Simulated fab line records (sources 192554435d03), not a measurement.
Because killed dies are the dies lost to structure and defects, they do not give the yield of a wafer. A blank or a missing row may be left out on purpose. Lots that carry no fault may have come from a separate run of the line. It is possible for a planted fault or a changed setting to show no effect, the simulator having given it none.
Problem report, 8D (eight disciplines) form, completed by code -- flow n5_finfet -- the parts of the form that need people (team, actions taken, sign-off) are left out

## 1. WHAT IS WRONG
Mean of trench_depth_nm at N5_STI_FIN_REVEAL_FIN_H_MEAS_10: -0.3 nm across 6 wafers in 2 lots; on wafers with no fault it is 51.8 nm (standard deviation 0.53). Relative to the usual mean, that is a shift of -98 standard deviations.
Earliest sighting: wafer L527.1 on ocd-02 at day 6 10:40. The record has a number at this step for 30 wafers belonging to 10 lots. By rule, "out" or "out of limits" means more than 4 standard deviations away from the usual mean. All remaining wafers that have a number are taken as sound.

## 2. WHAT IT IS AND WHAT IT IS NOT
question,is,is not
which readings at this step,trench_depth_nm,-
which lots,"L527, L528","L512, L515, L517, L522, L532, L533, L534, L535"
which wafers of those lots,all that have a number,-
read on which gauges,ocd-02,ocd-01
when,from day 6 10:40,"up to then (12 sound wafers); but 12 sound wafers of L532, L533, L534, L535 came after"

## 3. WHAT RULES OUT EACH SUSPECT
Counting: a tool at any process step up to the reading remains a suspect when it ran all the lots that are out and ran no sound lot after the first of those.
- ruled out: the gauge at N5_STI_FIN_REVEAL_FIN_H_MEAS_10. All the wafers that are out were read on ocd-02, but those of them that N5_PASSIVATION_PROBE_49 has rows for are out there too, on other tools.
- ald_sin-01 at N5_STI_FIN_REVEAL_ALD_14 (deposits Si3N4, target thk 3 nm): kept. Every lot that is out went through it, starting with L527 (day 6 02:08), and after that it ran no sound lot; the last sound lot it ran before then is L517 (day 3 10:12).
- rtp_anneal-02 at N5_STI_FIN_REVEAL_DENSIFY_30: ruled out as a lasting fault. The sound lots L532, L533 went through it after L527, its earliest lot that is out (day 6 07:30).
- vapor_etch-01 at N5_STI_FIN_REVEAL_RECESS_09 (chemistry HF/NH3, target SiO2, afs cycles 11, target depth 42.5 nm, sublimation time 60 s): ruled out as a lasting fault. The sound lots L533, L534, L535 went through it after L527, its earliest lot that is out (day 6 07:58).
After counting, what remains is ald_sin-01 at N5_STI_FIN_REVEAL_ALD_14.

## 4. THE CAUSE (what the simulator had put in)
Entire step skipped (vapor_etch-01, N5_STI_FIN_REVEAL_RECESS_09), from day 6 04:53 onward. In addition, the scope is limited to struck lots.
It was ruled out by counting, in error; the rule expects a fault to strike all lots run on its tool from its start on, and this fault did not.

## 5. THE EFFECT CHAIN, in route order
One row per reading whose mean, taken over the struck wafers that have a number, lies over 3 standard deviations from the usual. Scope: only readings with a usual standard deviation given in the record; hours: median across lots of the time from each lot's start at the first step in this table that gives one to its start at this step; sigmas: change in usual standard deviations.
hours,step,reading,usual,on struck wafers,change,sigmas
0,N5_STI_FIN_REVEAL_FIN_H_MEAS_10,trench_depth_nm,51.8 nm,-0.3,-52.1,-98
225,N5_PASSIVATION_PROBE_49,defect_limited_yield,91.3 %,0.0,-91.3,-61
225,N5_PASSIVATION_PROBE_49,killed_at_front_end,39,1117,+1078,+98
225,N5_PASSIVATION_PROBE_49,killed_dies,102,1180,+1078,+60
225,N5_PASSIVATION_PROBE_49,killed_on_rim,13,152,+139,+35
225,N5_PASSIVATION_PROBE_49,sort_bin_5_function,5.1 %,96.4,+91.3,+91
225,N5_PASSIVATION_PROBE_49,sort_n_pass,1078,0,-1078,-60
225,N5_PASSIVATION_PROBE_49,sort_yield_pct,91.3 %,0.0,-91.3,-61
It contains these process steps:
- N5_PASSIVATION_PROBE_49
Readings that are blank on the struck wafers while sound wafers have them: drypump_motor_current_A at N5_STI_FIN_REVEAL_RECESS_09; foreline_p_Torr at N5_STI_FIN_REVEAL_RECESS_09.

## 6. WHAT WOULD HAVE CAUGHT IT SOONER
In this record the first reading out of limits at a measuring or inspecting step was taken at day 6 10:40, 6 hours after the fault began at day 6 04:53.
At N5_STI_FIN_REVEAL_RECESS_09 the tool's readings are blank on the struck wafers, where sound wafers have them: an empty tool record is the first sign, and it was there at once.
